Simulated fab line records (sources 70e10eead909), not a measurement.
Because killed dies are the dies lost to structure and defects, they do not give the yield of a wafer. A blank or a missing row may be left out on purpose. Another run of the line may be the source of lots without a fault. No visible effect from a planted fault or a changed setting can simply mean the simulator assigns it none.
One fault through the eyes of 2 desks + flow nandHarc + every desk sees just its own numbers, and what lay behind them comes last

== AT THE METROLOGY DESK ==
What the gauges read, lot by lot, whatever tool the lot ran on: means of the sampled wafers that have a number. The brackets show how far a lot's mean lies from the usual mean; more than 4 standard deviations puts the lot out of limits, marked OUT.
Columns: A = cdNm at NHARC_P_ZERO_WELL_CD_MEAS_24, usual 720.6 nm
| lot  | first seen here | A     |
|------|-----------------|-------|
| L354 | day 1 22:38     | 722.0 |
| L361 | day 4 22:04     | 719.7 |
| L366 | day 6 23:11     | 720.2 |
| L373 | day 9 20:37     | 721.4 |
| L375 | day 10 16:32    | 718.7 |
| L376 | day 11 02:28    | 721.0 |
Result from this desk: across the 6 lots, nothing is out of limits.

== DESK OF THE TOOL OWNER: krfScanner-01 ==
The tool's own readings at NHARC_P_ZERO_WELL_EXPOSE_34 (exposes mask P PWELL, target cd 720 nm): means of the sampled wafers that have a number, for each lot that ran on this tool. The brackets show how far a lot's mean lies from the usual mean; more than 4 standard deviations puts the lot out of limits, marked OUT.
Columns: A = focusOffsetNm at NHARC_P_ZERO_WELL_EXPOSE_34, usual 0.0 nm
| lot  | first seen here | A   |
|------|-----------------|-----|
| L354 | day 2 00:07     | 0.4 |
| L361 | day 4 23:40     | 0.2 |
| L366 | day 7 00:48     | 0.1 |
Result from this desk: across the 3 lots, nothing is out of limits.

== BROUGHT TOGETHER ==
Nothing out of limits was seen by the metrology desk.
The tool owner's desk saw nothing out of limits.

== WHAT THE SIMULATOR PUT IN ==
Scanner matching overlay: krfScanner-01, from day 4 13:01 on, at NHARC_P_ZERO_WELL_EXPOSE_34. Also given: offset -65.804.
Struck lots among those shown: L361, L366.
